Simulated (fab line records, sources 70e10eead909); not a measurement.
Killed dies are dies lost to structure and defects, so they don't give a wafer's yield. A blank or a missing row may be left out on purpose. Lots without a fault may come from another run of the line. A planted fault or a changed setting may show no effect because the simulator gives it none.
Chamber matching | flow nand_harc | NHARC_A_STAIRCASE_DEP_259 on pecvd-03: 3 sister chambers
The step deposits SiON, target thk 30 nm. 3 wafers are shown with their chamber, then 9 later ones without.

WAFERS WITH THEIR CHAMBER
wafer  | chamber | heater_power_w (W)
L088.5 | 1       | 696
L089.4 | 2       | 700
L089.5 | 0       | 719

WAFERS WITHOUT THEIR CHAMBER
wafer  | heater_power_w (W)
L091.1 | 726
L091.3 | 721
L091.6 | 760
L092.1 | 769
L092.4 | 689
L092.6 | 745
L094.3 | 719
L094.5 | 723
L094.6 | 745

WHICH CHAMBER EACH WENT THROUGH
wafer  | from the rows above          | in truth
L091.1 | can't be placed: 0 or 2 or 1 | 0
L091.3 | can't be placed: 0 or 2 or 1 | 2
L091.6 | can't be placed: 0 or 2 or 1 | 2
L092.1 | can't be placed: 0 or 2 or 1 | 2
L092.4 | can't be placed: 1 or 2 or 0 | 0
L092.6 | can't be placed: 0 or 2 or 1 | 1
L094.3 | can't be placed: 0 or 2 or 1 | 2
L094.5 | can't be placed: 0 or 2 or 1 | 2
L094.6 | can't be placed: 0 or 2 or 1 | 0
Placed correctly: 0 of 9. Can't be placed from these rows: 9 (the true chamber is among the candidates in 9). Placed wrongly: 0.
How it was worked out, from the rows above alone: a wafer's distance from a chamber is the root of the sum, over the readings, of the square of ((its reading less the chamber's mean) divided by the reading's scatter). The wafer belongs to the nearest chamber; if the next one is less than 2 further off, it can't be placed. A chamber's mean is the mean of its shown wafers. The scatter: with one shown wafer a chamber, the root of the mean of the squares of how far each hidden wafer lies from its nearest shown one.
